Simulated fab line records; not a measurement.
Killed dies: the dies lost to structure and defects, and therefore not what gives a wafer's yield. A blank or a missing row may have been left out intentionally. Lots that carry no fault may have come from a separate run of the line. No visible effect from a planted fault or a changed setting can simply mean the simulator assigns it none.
Matching of chambers || flow n5 finfet || rie diel-06 running N5_BEOL_M0_SAQP_ETCH_101: 4 sister chambers
The step etches SiNx in CH3F/O2, target depth 29.9 nm, time 42.7 s. 16 wafers are shown with their chamber, then 8 later ones without.

EACH WAFER AND ITS CHAMBER
{"wafer": "L074.1", "chamber": 2, "showerhead plenum p Torr (Torr)": 2.07, "drypump motor current A (A)": 5.45, "throttle valve pct (%)": 16.12}
{"wafer": "L074.2", "chamber": 0, "showerhead plenum p Torr (Torr)": 2.00, "drypump motor current A (A)": 5.74, "throttle valve pct (%)": 16.60}
{"wafer": "L074.5", "chamber": 0, "showerhead plenum p Torr (Torr)": 2.00, "drypump motor current A (A)": 5.75, "throttle valve pct (%)": 16.61}
{"wafer": "L077.2", "chamber": 0, "showerhead plenum p Torr (Torr)": 1.99, "drypump motor current A (A)": 5.78, "throttle valve pct (%)": 16.62}
{"wafer": "L077.3", "chamber": 3, "showerhead plenum p Torr (Torr)": 2.14, "drypump motor current A (A)": 5.87, "throttle valve pct (%)": 16.05}
{"wafer": "L077.5", "chamber": 0, "showerhead plenum p Torr (Torr)": 1.99, "drypump motor current A (A)": 5.77, "throttle valve pct (%)": 16.63}
{"wafer": "L080.4", "chamber": 2, "showerhead plenum p Torr (Torr)": 2.07, "drypump motor current A (A)": 5.43, "throttle valve pct (%)": 16.15}
{"wafer": "L080.5", "chamber": 3, "showerhead plenum p Torr (Torr)": 2.14, "drypump motor current A (A)": 5.88, "throttle valve pct (%)": 16.06}
{"wafer": "L080.6", "chamber": 2, "showerhead plenum p Torr (Torr)": 2.07, "drypump motor current A (A)": 5.42, "throttle valve pct (%)": 16.13}
{"wafer": "L084.1", "chamber": 1, "showerhead plenum p Torr (Torr)": 1.97, "drypump motor current A (A)": 5.31, "throttle valve pct (%)": 16.47}
{"wafer": "L084.2", "chamber": 0, "showerhead plenum p Torr (Torr)": 1.99, "drypump motor current A (A)": 5.78, "throttle valve pct (%)": 16.64}
{"wafer": "L084.6", "chamber": 1, "showerhead plenum p Torr (Torr)": 1.97, "drypump motor current A (A)": 5.31, "throttle valve pct (%)": 16.47}
{"wafer": "L086.1", "chamber": 2, "showerhead plenum p Torr (Torr)": 2.07, "drypump motor current A (A)": 5.43, "throttle valve pct (%)": 16.15}
{"wafer": "L086.2", "chamber": 0, "showerhead plenum p Torr (Torr)": 1.99, "drypump motor current A (A)": 5.78, "throttle valve pct (%)": 16.67}
{"wafer": "L086.4", "chamber": 3, "showerhead plenum p Torr (Torr)": 2.13, "drypump motor current A (A)": 5.88, "throttle valve pct (%)": 16.09}
{"wafer": "L089.1", "chamber": 0, "showerhead plenum p Torr (Torr)": 1.99, "drypump motor current A (A)": 5.80, "throttle valve pct (%)": 16.66}

SIGNATURES, as means of the wafers listed above
{"reading": "showerhead plenum p Torr", "chamber 0": 1.9929, "chamber 1": 1.9700, "chamber 2": 2.0700, "chamber 3": 2.1367, "scatter within a chamber": 0.00418}
{"reading": "drypump motor current A", "chamber 0": 5.7714, "chamber 1": 5.3100, "chamber 2": 5.4325, "chamber 3": 5.8767, "scatter within a chamber": 0.0159}
{"reading": "throttle valve pct", "chamber 0": 16.6329, "chamber 1": 16.4700, "chamber 2": 16.1375, "chamber 3": 16.0667, "scatter within a chamber": 0.0214}
Rule: a wafer's distance from a chamber is the root of the sum, over the readings, of the square of ((its reading less the chamber's mean) divided by the reading's scatter). If the next closest chamber is less than 2 further off than the closest, the wafer can't be placed; otherwise it belongs to the closest. The scatter: the root of (the sum of the squares of (reading less its chamber's mean) over the shown wafers, divided by (wafers less chambers)).

WAFERS WITHOUT THEIR CHAMBER
{"wafer": "L089.3", "showerhead plenum p Torr (Torr)": 1.97, "drypump motor current A (A)": 5.31, "throttle valve pct (%)": 16.49}
{"wafer": "L089.4", "showerhead plenum p Torr (Torr)": 2.06, "drypump motor current A (A)": 5.41, "throttle valve pct (%)": 16.16}
{"wafer": "L090.3", "showerhead plenum p Torr (Torr)": 2.06, "drypump motor current A (A)": 5.46, "throttle valve pct (%)": 16.17}
{"wafer": "L090.5", "showerhead plenum p Torr (Torr)": 1.99, "drypump motor current A (A)": 5.76, "throttle valve pct (%)": 16.68}
{"wafer": "L090.6", "showerhead plenum p Torr (Torr)": 2.13, "drypump motor current A (A)": 5.85, "throttle valve pct (%)": 16.08}
{"wafer": "L096.1", "showerhead plenum p Torr (Torr)": 2.13, "drypump motor current A (A)": 5.92, "throttle valve pct (%)": 16.13}
{"wafer": "L096.4", "showerhead plenum p Torr (Torr)": 2.06, "drypump motor current A (A)": 5.44, "throttle valve pct (%)": 16.20}
{"wafer": "L096.6", "showerhead plenum p Torr (Torr)": 1.96, "drypump motor current A (A)": 5.32, "throttle valve pct (%)": 16.50}

WHICH CHAMBER EACH WENT THROUGH
{"wafer": "L089.3", "from the rows above": 1, "in truth": 1}
{"wafer": "L089.4", "from the rows above": 2, "in truth": 2}
{"wafer": "L090.3", "from the rows above": 2, "in truth": 2}
{"wafer": "L090.5", "from the rows above": 0, "in truth": 0}
{"wafer": "L090.6", "from the rows above": 3, "in truth": 3}
{"wafer": "L096.1", "from the rows above": 3, "in truth": 3}
{"wafer": "L096.4", "from the rows above": 2, "in truth": 2}
{"wafer": "L096.6", "from the rows above": 1, "in truth": 1}
Placed correctly: 8 of 8. Can't be placed from these rows: 0. 0 placed wrongly.
